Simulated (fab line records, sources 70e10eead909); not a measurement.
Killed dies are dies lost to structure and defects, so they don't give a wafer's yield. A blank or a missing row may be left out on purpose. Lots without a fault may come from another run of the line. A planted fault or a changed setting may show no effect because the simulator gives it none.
Chamber matching | flow nand_harc | NHARC_A_DECK1_JOINT_ETCHBACK_00 on rie_si-05: 4 sister chambers
The step etches the open film in HBr, target depth 30 nm, time 17.4 s. 8 wafers are shown with their chamber, then 10 later ones without.

WAFERS WITH THEIR CHAMBER
wafer  | chamber | drypump_motor_current_A (A) | oes_product_au (a.u.)
L078.5 | 2       | 5.7                         | 1.008
L079.5 | 0       | 6.7                         | 0.987
L079.6 | 1       | 5.8                         | 0.988
L086.1 | 1       | 5.8                         | 0.991
L086.2 | 2       | 5.8                         | 0.988
L086.4 | 0       | 6.7                         | 0.979
L086.3 | 3       | 5.9                         | 1.000
L086.5 | 3       | 6.0                         | 0.998

WAFERS WITHOUT THEIR CHAMBER
wafer  | drypump_motor_current_A (A) | oes_product_au (a.u.)
L086.6 | 5.8                         | 0.994
L087.1 | 5.7                         | 1.007
L087.2 | 6.7                         | 1.004
L087.6 | 6.7                         | 0.995
L087.3 | 5.9                         | 1.019
L087.4 | 5.8                         | 1.000
L087.5 | 5.9                         | 1.006
L090.1 | 5.7                         | 1.000
L090.3 | 6.0                         | 0.999
L090.5 | 6.0                         | 0.994

WHICH CHAMBER EACH WENT THROUGH
wafer  | from the rows above          | in truth
L086.6 | can't be placed: 1 or 2      | 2
L087.1 | can't be placed: 2 or 1      | 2
L087.2 | 0                            | 0
L087.6 | 0                            | 0
L087.3 | can't be placed: 3 or 2 or 1 | 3
L087.4 | can't be placed: 2 or 1 or 3 | 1
L087.5 | can't be placed: 3 or 1 or 2 | 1
L090.1 | can't be placed: 2 or 1      | 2
L090.3 | 3                            | 3
L090.5 | 3                            | 3
Placed correctly: 4 of 10. Can't be placed from these rows: 6 (the true chamber is among the candidates in 6). Placed wrongly: 0.
How it was worked out, from the rows above alone: a wafer's distance from a chamber is the root of the sum, over the readings, of the square of ((its reading less the chamber's mean) divided by the reading's scatter). The wafer belongs to the nearest chamber; if the next one is less than 2 further off, it can't be placed. A chamber's mean is the mean of its shown wafers. The scatter: the root of (the sum of the squares of (reading less its chamber's mean) over the shown wafers, divided by (wafers less chambers)).
